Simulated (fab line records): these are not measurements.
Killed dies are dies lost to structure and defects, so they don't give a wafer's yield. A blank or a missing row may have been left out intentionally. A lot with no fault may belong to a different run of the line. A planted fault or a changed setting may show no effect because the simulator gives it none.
Chamber matching + flow nandHarc + NHARC_A_SGD_CUT_DEP_00 on pecvd-02: 3 sister chambers
The step deposits SiNx, target thk 50 nm. 6 wafers are shown with their chamber, then 12 later ones without.

## WAFERS, EACH WITH ITS CHAMBER
| wafer  | chamber | heaterPowerW (W) |
|--------|---------|------------------|
| L085.6 | 0       | 730              |
| L088.5 | 2       | 642              |
| L088.6 | 0       | 645              |
| L087.1 | 2       | 649              |
| L087.3 | 1       | 610              |
| L087.6 | 1       | 649              |

## WAFERS WITH NO CHAMBER GIVEN
| wafer  | heaterPowerW (W) |
|--------|------------------|
| L092.2 | 581              |
| L092.4 | 631              |
| L092.6 | 589              |
| L094.1 | 799              |
| L094.3 | 666              |
| L094.4 | 589              |
| L095.1 | 611              |
| L095.3 | 713              |
| L095.5 | 615              |
| L096.1 | 619              |
| L096.2 | 815              |
| L096.5 | 627              |

## CHAMBER TAKEN BY EACH
| wafer  | from the rows above          | in truth |
|--------|------------------------------|----------|
| L092.2 | can't be placed: 1 or 2 or 0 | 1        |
| L092.4 | can't be placed: 1 or 2 or 0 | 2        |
| L092.6 | can't be placed: 1 or 2 or 0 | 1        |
| L094.1 | can't be placed: 0 or 2 or 1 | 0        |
| L094.3 | can't be placed: 2 or 0 or 1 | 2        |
| L094.4 | can't be placed: 1 or 2 or 0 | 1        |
| L095.1 | can't be placed: 1 or 2 or 0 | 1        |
| L095.3 | can't be placed: 0 or 2 or 1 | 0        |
| L095.5 | can't be placed: 1 or 2 or 0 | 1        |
| L096.1 | can't be placed: 1 or 2 or 0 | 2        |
| L096.2 | can't be placed: 0 or 2 or 1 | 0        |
| L096.5 | can't be placed: 1 or 2 or 0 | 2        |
Placed correctly: 0 of 12. Not placeable from these rows: 12 (in 12, the candidates include the true chamber). Placed wrongly: 0.
How it was worked out, from the rows above alone: a wafer's distance from a chamber is the root of the sum, over the readings, of the square of ((its reading less the chamber's mean) divided by the reading's scatter). If the next closest chamber is less than 2 further off than the closest, the wafer can't be placed; otherwise it belongs to the closest. For every chamber, the mean is computed from those of its wafers that are shown. How the scatter is found: for the shown wafers, subtract from each reading the mean of its chamber, square and add these, divide the total by (wafers less chambers), then take the root.
